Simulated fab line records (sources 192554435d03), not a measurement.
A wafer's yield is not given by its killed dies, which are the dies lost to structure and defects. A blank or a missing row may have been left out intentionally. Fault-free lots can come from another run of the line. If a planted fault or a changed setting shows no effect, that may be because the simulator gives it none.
fab line records + flow n5Finfet + part 2 of 2: steps 22 to 28 of 28
record:
- lots: 5
- wafers: 15
- lastDay: 18
route steps=1938 shown BEOL_M10@1491
lots that met no fault: taken from a fault-free run of the same line
startH: the number of hours between the record's first day and the start of the first shown wafer of the lot + waitH: time in hours since the lot's previous step + " unchanged from the row above + L1.1+2: several wafers, shown together as one row + - no value present, or no start provided + * or withheld: withheld + < > ~ a bound
route shown NAME@n: names a module that has steps shown in the file, with the first one's number in the route + usual: the fault-free wafers' mean and standard deviation + same: alike in all rows + chamber/n: place in a boat + sites: per-site readings + _std_site: the standard deviation of these + _edge_site: mean of outer sites minus mean of inner sites + radiusMm: how far each site lies from the wafer's centre + mask NAME#n: copy n + behind: tool/chamber where the wafer was last shaped + hold: the reason the lot was held/the length of the hold in hours/how it ended + device: names the non-switching transistor (n, p or np) + end of line: the tests these same wafers got at the end of their route + a step with no rows: only its recipe + killed: at the first sort, the dies lost to defects and structure; wafer yield is something else + map: per-die view of a wafer (x killed, . not killed, _ where there is no die)
set.NAME: the setting as run; set.NAME@STEP: as run at that earlier step + model.NAME: the simulator's own value behind a step, which no gauge read
a table for each step, a row for each wafer; lots at some steps of the route
services: a tool's chamber out of use, with start hour (startH, from the record's first day; less than 0 if before it), hours out, and reason
== steps ==
step: N5_BEOL_M10_TRENCH_ETCH_37
recipe:
- chemistry: C4F6/O2
- targetDepthA: 1488.3
- target: SiCOH_lowk
- timeS: 48
- ionEnergyEv: 250
- pressureMtorr: 30
- sourceW: 345
- biasW: 185
- Ar_flow_sccm: 300
- C4F6_flow_sccm: 10
- O2_flow_sccm: 10
usual:
- drypumpMotorCurrentA: 5.6/0.31
- mfcArSccm: 299.9/0.91
- oesProductAu: 0.79/0.088
- rfVppV: 662/14
- showerheadPlenumPTorr: 2.87/0.071
- throttleValvePct: 20.97/0.26
| lot.wafer | tool       | chamber | startH | waitH | drypumpMotorCurrentA | mfcArSccm | oesProductAu | rfHoursCounterH | rfVppV | showerheadPlenumPTorr | throttleValvePct |
|-----------|------------|---------|--------|-------|----------------------|-----------|--------------|-----------------|--------|-----------------------|------------------|
| L082.1    | rieDiel-06 | 1       | -      | -     | 5.7                  | 300.1     | 0.68         | 250             | 649    | 2.90                  | 21.30            |
| L082.2    | "          | 3       | "      | "     | 5.1                  | 299.0     | 0.69         | 202             | 633    | 2.96                  | 21.52            |
| L082.5    | "          | 1       | "      | "     | 5.6                  | 300.3     | 0.69         | -               | 651    | 2.90                  | 21.32            |
| L085.1    | rieDiel-03 | 3       | -      | -     | 5.2                  | 300.4     | 0.69         | 204             | 659    | 2.82                  | 20.99            |
| L085.3    | "          | 1       | "      | "     | 5.8                  | 299.8     | 0.73         | 160             | 684    | 2.83                  | 20.82            |
| L085.5    | "          | 1       | "      | "     | 5.7                  | 301.0     | 0.73         | -               | 683    | 2.83                  | 20.83            |
| L088.2    | rieDiel-01 | 1       | -      | -     | 5.5                  | 300.4     | 0.72         | 229             | 666    | 2.92                  | 21.12            |
| L088.3    | "          | 0       | "      | "     | 5.7                  | 299.0     | 0.79         | 111             | 664    | 2.96                  | 20.56            |
| L088.6    | "          | 2       | "      | "     | 5.7                  | 299.9     | 0.89         | -               | 677    | 2.91                  | 20.94            |
| L093.1    | rieDiel-06 | 3       | -      | -     | 5.1                  | 300.5     | 0.68         | 224             | 632    | 2.95                  | 21.55            |
| L093.3    | "          | 2       | "      | "     | 5.5                  | 300.1     | 0.78         | 125             | 676    | 2.85                  | 21.01            |
| L093.5    | "          | 1       | "      | "     | 5.6                  | 299.3     | 0.94         | -               | 649    | 2.89                  | 20.99            |
| L097.2    | rieDiel-03 | 3       | -      | -     | 5.1                  | 300.2     | 0.67         | 236             | 660    | 2.81                  | 21.03            |
| L097.4    | "          | 0       | "      | "     | 5.3                  | 298.7     | 0.81         | 63              | 666    | 2.91                  | 21.22            |
| L097.5    | "          | 3       | "      | "     | 5.1                  | 299.9     | 0.67         | -               | 658    | 2.81                  | 21.03            |
step: N5_BEOL_M10_ETCH_41
recipe:
- chemistry: CH3F/O2
- target: SiCN
- targetDepthA: 426
- taperDeg: 2
- timeS: 86
- ionEnergyEv: 120
- maskMaterial: TiN
- pressureMtorr: 30
- sourceW: 395
- biasW: 75
- Ar_flow_sccm: 150
- CH3F_flow_sccm: 30
- O2_flow_sccm: 20
usual:
- drypumpMotorCurrentA: 5.6/0.31
- mfcArSccm: 150.0/0.45
- oesProductAu: 0.79/0.088
- rfVppV: 297.7/1.2
- showerheadPlenumPTorr: 2.01/0.051
- throttleValvePct: 16.35/0.24
| lot.wafer | tool       | chamber | startH | waitH | drypumpMotorCurrentA | mfcArSccm | oesProductAu | rfHoursCounterH | rfVppV | showerheadPlenumPTorr | throttleValvePct |
|-----------|------------|---------|--------|-------|----------------------|-----------|--------------|-----------------|--------|-----------------------|------------------|
| L082.1    | rieDiel-06 | 1       | -      | -     | 5.6                  | 150.2     | 0.69         | 250             | 299.8  | 2.04                  | 16.74            |
| L082.2    | "          | 3       | "      | "     | 5.1                  | 150.5     | 0.69         | 202             | 300.2  | 2.08                  | 16.85            |
| L082.5    | "          | 1       | "      | "     | 5.6                  | 149.8     | 0.69         | -               | 297.6  | 2.04                  | 16.75            |
| L085.1    | rieDiel-03 | 3       | -      | -     | 5.1                  | 149.9     | 0.69         | 204             | 297.8  | 1.99                  | 16.43            |
| L085.3    | "          | 1       | "      | "     | 5.8                  | 149.1     | 0.74         | 160             | 295.9  | 1.99                  | 16.28            |
| L085.5    | "          | 1       | "      | "     | 5.8                  | 149.3     | 0.74         | -               | 297.3  | 1.99                  | 16.28            |
| L088.2    | rieDiel-01 | 1       | -      | -     | 5.5                  | 149.8     | 0.73         | 229             | 299.5  | 2.05                  | 16.56            |
| L088.3    | "          | 0       | "      | "     | 5.7                  | 149.0     | 0.79         | 111             | 299.6  | 2.09                  | 15.97            |
| L088.6    | "          | 2       | "      | "     | 5.6                  | 149.7     | 0.90         | -               | 297.8  | 2.04                  | 16.26            |
| L093.1    | rieDiel-06 | 3       | -      | -     | 5.1                  | 149.3     | 0.67         | 224             | 296.6  | 2.08                  | 16.90            |
| L093.3    | "          | 2       | "      | "     | 5.5                  | 150.7     | 0.78         | 125             | 298.2  | 2.00                  | 16.35            |
| L093.5    | "          | 1       | "      | "     | 5.6                  | 149.4     | 0.94         | -               | 297.6  | 2.03                  | 16.31            |
| L097.2    | rieDiel-03 | 3       | -      | -     | 5.1                  | 150.4     | 0.67         | 236             | 296.8  | 1.97                  | 16.50            |
| L097.4    | "          | 0       | "      | "     | 5.3                  | 149.9     | 0.81         | 63              | 296.5  | 2.05                  | 16.53            |
| L097.5    | "          | 3       | "      | "     | 5.1                  | 150.1     | 0.67         | -               | 296.8  | 1.97                  | 16.52            |
step: N5_BEOL_M10_STRIP_77
recipe:
- chemistry: N2/H2
- timeS: 10
- powerW: 450
- tempC: 40
- pressureMtorr: 20
- rfFrequencyHz: 6e+07
- biasPowerW: 7
- n2FlowSccm: 200
- h2FlowSccm: 200
usual:
- drypumpMotorCurrentA: 5.6/0.31
- oesProductAu: 0.80/0.089
- rfVppV: 59.2/0.89
- showerheadPlenumPTorr: 2.56/0.068
- throttleValvePct: 23.7/0.35
| lot.wafer | tool       | chamber | startH | waitH | drypumpMotorCurrentA | oesProductAu | rfHoursCounterH | rfVppV | showerheadPlenumPTorr | throttleValvePct |
|-----------|------------|---------|--------|-------|----------------------|--------------|-----------------|--------|-----------------------|------------------|
| L082.1    | rieDiel-06 | 1       | -      | -     | 5.6                  | 0.68         | 250             | 59.8   | 2.59                  | 24.0             |
| L082.2    | "          | 3       | "      | "     | 5.1                  | 0.69         | 202             | 58.8   | 2.63                  | 24.5             |
| L082.5    | "          | 1       | "      | "     | 5.7                  | 0.69         | -               | 60.2   | 2.59                  | 24.0             |
| L085.1    | rieDiel-03 | 3       | -      | -     | 5.1                  | 0.70         | 204             | 58.8   | 2.53                  | 23.9             |
| L085.3    | "          | 1       | "      | "     | 5.8                  | 0.74         | 160             | 59.7   | 2.52                  | 23.4             |
| L085.5    | "          | 1       | "      | "     | 5.8                  | 0.75         | -               | 60.6   | 2.52                  | 23.4             |
| L088.2    | rieDiel-01 | 1       | -      | -     | 5.5                  | 0.72         | 229             | 59.4   | 2.62                  | 23.8             |
| L088.3    | "          | 0       | "      | "     | 5.7                  | 0.79         | 111             | 58.3   | 2.68                  | 23.5             |
| L088.6    | "          | 2       | "      | "     | 5.7                  | 0.91         | -               | 58.5   | 2.60                  | 23.9             |
| L093.1    | rieDiel-06 | 3       | -      | -     | 5.1                  | 0.68         | 224             | 59.4   | 2.62                  | 24.5             |
| L093.3    | "          | 2       | "      | "     | 5.5                  | 0.78         | 125             | 58.0   | 2.55                  | 23.7             |
| L093.5    | "          | 1       | "      | "     | 5.6                  | 0.93         | -               | 60.2   | 2.58                  | 23.7             |
| L097.2    | rieDiel-03 | 3       | -      | -     | 5.2                  | 0.67         | 236             | 57.9   | 2.52                  | 23.9             |
| L097.4    | "          | 0       | "      | "     | 5.3                  | 0.83         | 63              | 60.3   | 2.55                  | 23.3             |
| L097.5    | "          | 3       | "      | "     | 5.1                  | 0.68         | -               | 58.8   | 2.52                  | 23.9             |
step: N5_BEOL_M10_OCD_MEAS_38
usual:
- trenchDepthNm: 148.2/2.8
| lot.wafer | tool   | chamber | startH | waitH | trenchDepthNm |
|-----------|--------|---------|--------|-------|---------------|
| L082.1    | ocd-01 | -       | 264.59 | -     | 144.8         |
| L082.2    | "      | -       | "      | "     | 146.2         |
| L082.5    | "      | -       | "      | "     | 144.9         |
| L085.1    | ocd-02 | -       | 298.58 | -     | 142.9         |
| L085.3    | "      | -       | "      | "     | 148.4         |
| L085.5    | "      | -       | "      | "     | 148.0         |
| L088.2    | ocd-02 | -       | 313.75 | -     | 149.4         |
| L088.3    | "      | -       | "      | "     | 149.2         |
| L088.6    | "      | -       | "      | "     | 149.2         |
| L093.1    | ocd-01 | -       | 332.22 | -     | 146.2         |
| L093.3    | "      | -       | "      | "     | 149.9         |
| L093.5    | "      | -       | "      | "     | 154.0         |
| L097.2    | ocd-02 | -       | 380.07 | -     | 145.0         |
| L097.4    | "      | -       | "      | "     | 145.7         |
| L097.5    | "      | -       | "      | "     | 145.6         |
step: N5_BEOL_M10_HM_STRIP_39
recipe:
- chemistry: peroxideTinStrip
- material: TiN
- targetDepthA: 250
- tempC: 50
- timeS: 158
usual:
- bathHeatDutyPct: 7.1/0.84
| lot.wafer | tool        | chamber | startH | waitH | bathHeatDutyPct |
|-----------|-------------|---------|--------|-------|-----------------|
| L082.1    | wetBench-04 | 6       | 264.62 | 0.0   | 6.6             |
| L082.2    | "           | 7       | "      | "     | 7.2             |
| L082.5    | "           | 2       | "      | "     | 8.3             |
| L085.1    | wetBench-01 | 2       | 298.61 | 0.0   | 6.3             |
| L085.3    | "           | 4       | "      | "     | 6.3             |
| L085.5    | "           | 3       | "      | "     | 6.8             |
| L088.2    | wetBench-01 | 0       | 313.78 | 0.0   | 7.2             |
| L088.3    | "           | 1       | "      | "     | 7.0             |
| L088.6    | "           | 3       | "      | "     | 7.4             |
| L093.1    | wetBench-04 | 2       | 332.25 | 0.0   | 8.3             |
| L093.3    | "           | 7       | "      | "     | 6.7             |
| L093.5    | "           | 3       | "      | "     | 6.8             |
| L097.2    | wetBench-04 | 2       | 380.10 | 0.0   | 7.0             |
| L097.4    | "           | 3       | "      | "     | 5.9             |
| L097.5    | "           | 6       | "      | "     | 7.1             |
step: N5_BEOL_M10_SRD_40
recipe:
- timeS: 30
- tempC: 23
- rinseLiquid: diw
- dry: ipaMarangoni
usual:
- bathHeatDutyPct: 3.7/0.52
| lot.wafer | tool        | chamber | startH | waitH | bathHeatDutyPct |
|-----------|-------------|---------|--------|-------|-----------------|
| L082.1    | wetBench-04 | 6       | 264.67 | 0.0   | 3.8             |
| L082.2    | "           | 7       | "      | "     | 3.4             |
| L082.5    | "           | 2       | "      | "     | 3.9             |
| L085.1    | wetBench-01 | 2       | 298.66 | 0.0   | 3.7             |
| L085.3    | "           | 4       | "      | "     | 2.9             |
| L085.5    | "           | 3       | "      | "     | 4.0             |
| L088.2    | wetBench-01 | 0       | 313.83 | 0.0   | 4.0             |
| L088.3    | "           | 1       | "      | "     | 3.8             |
| L088.6    | "           | 3       | "      | "     | 3.5             |
| L093.1    | wetBench-04 | 2       | 332.30 | 0.0   | 3.4             |
| L093.3    | "           | 7       | "      | "     | 2.8             |
| L093.5    | "           | 3       | "      | "     | 3.1             |
| L097.2    | wetBench-04 | 2       | 380.14 | 0.0   | 3.9             |
| L097.4    | "           | 3       | "      | "     | 3.4             |
| L097.5    | "           | 6       | "      | "     | 3.7             |
step: N5_BEOL_M10_PRECLEAN_42
recipe:
- chemistry: residueRemover
- timeS: 60
- tempC: 40
usual:
- bathHeatDutyPct: 4.5/0.59
| lot.wafer | tool        | chamber | startH | waitH | bathHeatDutyPct |
|-----------|-------------|---------|--------|-------|-----------------|
| L082.1    | wetBench-04 | 6       | 264.69 | 0.0   | 5.7             |
| L082.2    | "           | 7       | "      | "     | 4.8             |
| L082.5    | "           | 2       | "      | "     | 4.0             |
| L085.1    | wetBench-01 | 2       | 298.68 | 0.0   | 4.2             |
| L085.3    | "           | 4       | "      | "     | 3.7             |
| L085.5    | "           | 3       | "      | "     | 4.0             |
| L088.2    | wetBench-01 | 0       | 313.85 | 0.0   | 4.7             |
| L088.3    | "           | 1       | "      | "     | 4.3             |
| L088.6    | "           | 3       | "      | "     | 4.0             |
| L093.1    | wetBench-04 | 2       | 332.31 | 0.0   | 4.8             |
| L093.3    | "           | 7       | "      | "     | 4.6             |
| L093.5    | "           | 3       | "      | "     | 3.8             |
| L097.2    | wetBench-04 | 2       | 380.16 | 0.0   | 4.9             |
| L097.4    | "           | 3       | "      | "     | 4.0             |
| L097.5    | "           | 6       | "      | "     | 4.5             |
== services ==
| tool           | chamber | startH | hours | kind   |
|----------------|---------|--------|-------|--------|
| arfiScanner-02 | -       | 244.01 | 1.5   | pm     |
| arfiScanner-01 | -       | 244.48 | 0.8   | pm     |
| arfiScanner-03 | -       | 246.01 | 0.8   | pm     |
| arfiScanner-02 | -       | 250.29 | 1.0   | pm     |
| arfiScanner-03 | -       | 253.68 | 1.0   | pm     |
| arfiScanner-01 | -       | 262.28 | 1.0   | pm     |
| rieDiel-03     | 2       | 263.59 | 3.8   | repair |
| arfiScanner-01 | -       | 295.17 | 1.3   | pm     |
| arfiScanner-03 | -       | 301.47 | 1.3   | pm     |
| arfiScanner-01 | -       | 303.45 | 1.2   | repair |
| arfiScanner-03 | -       | 304.06 | 1.6   | repair |
| wetBench-04    | -       | 308.38 | 1.9   | repair |
| rieMetal-01    | -       | 314.71 | 0.2   | repair |
| arfiScanner-02 | -       | 316.53 | 1.3   | pm     |
| rieDiel-03     | 0       | 317.64 | 4.0   | repair |
| arfiScanner-03 | -       | 324.07 | 0.4   | repair |
| rieDiel-01     | 1       | 338.06 | 3.9   | repair |
| arfiScanner-02 | -       | 339.30 | 17.3  | pm     |
| rieMetal-02    | 0       | 339.97 | 3.3   | repair |
| arfiScanner-01 | -       | 346.58 | 1.0   | pm     |
| arfiScanner-01 | -       | 349.39 | 0.8   | pm     |
| rieDiel-03     | 1       | 354.52 | 4.8   | repair |
| rieDiel-03     | -       | 372.66 | 0.1   | repair |
| arfiScanner-03 | -       | 376.25 | 1.0   | pm     |
